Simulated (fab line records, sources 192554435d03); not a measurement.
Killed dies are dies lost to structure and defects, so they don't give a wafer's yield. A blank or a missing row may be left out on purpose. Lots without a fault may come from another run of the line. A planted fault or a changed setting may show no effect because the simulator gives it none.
Problem report in the 8D (eight disciplines) form, filled by code | flow n5_finfet | the parts of the form that need people (team, actions taken, sign-off) are left out

1. THE PROBLEM
run_length_s at N5_BEOL_M9_CVD_78 reads a mean of 116.8 s on 2 wafers of 2 lots; wafers without a fault read 161.6 s with a standard deviation of 0.59. That is -76 standard deviations from the usual mean.
The step: deposits Co from CCTBA/H2, target thk 2 nm, time 138.9 s.
First seen on wafer L147.6, day 13 23:02, on cvd_co-02. The record holds 36 wafers of 13 lots with a number at this step. Rule for "out", or "out of limits": more than 4 standard deviations from the usual mean. The other wafers with a number count as sound.

2. WHAT IT IS AND WHAT IT IS NOT
question                    | is                | is not
which readings at this step | run_length_s      | -
which lots                  | L147, L148        | L132, L133, L134, L135, L136, L137, L138, L139, L145, L149, L155
which wafers of those lots  | L147.6, L148.6    | L147.1, L147.4, L148.4
read on which tools         | cvd_co-02         | cvd_co-01
when                        | from day 13 23:02 | up to then (27 sound wafers); but 7 sound wafers of L148, L149, L155 came after

3. SUSPECTS, AND WHAT RULES EACH OUT
Counting: a tool at a process step up to the reading stays a suspect if it ran every lot that is out. Sound lots after the first of them don't rule it out here, since some wafers of a struck lot are sound.
- cvd_co-02 at N5_BEOL_M9_CVD_78 (deposits Co from CCTBA/H2, target thk 2 nm, time 138.9 s): kept. It ran every lot that is out, first L147 (day 13 23:02); its last sound lot up to then is L145 (day 13 21:17). Its own readings are out on those wafers: run_length_s.
Left after counting: cvd_co-02 at N5_BEOL_M9_CVD_78.

4. THE CAUSE (what the simulator had put in)
Process parameter drift: cvd_co-02, from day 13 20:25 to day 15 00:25, at N5_BEOL_M9_CVD_78. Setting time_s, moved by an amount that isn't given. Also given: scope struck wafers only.
Counting left only this tool.

5. THE CHAIN OF EFFECTS, in route order
Each row: a reading whose mean over the struck wafers that have a number lies more than 3 standard deviations from the usual. Only readings for which the record gives a usual standard deviation are gone through. hours: the time from each lot's start at the first step in this table that gives one to its start at this step, as a median over the lots. sigmas: the change in usual standard deviations.
hours | step              | reading      | usual   | on struck wafers | change | sigmas
0     | N5_BEOL_M9_CVD_78 | run_length_s | 161.6 s | 116.8            | -44.8  | -76
The process steps in it:
- N5_BEOL_M9_CVD_78: deposits Co from CCTBA/H2, target thk 2 nm, time 138.9 s.
Later measuring or inspecting steps at which every struck wafer that the step has a row for has a number for every such reading, and none has moved that far: N5_BEOL_M9_THK_MEAS_53.

6. WHAT WOULD HAVE CAUGHT IT SOONER
In this record the first reading out of limits was taken at day 13 23:02, 3 hours after the fault began at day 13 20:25.
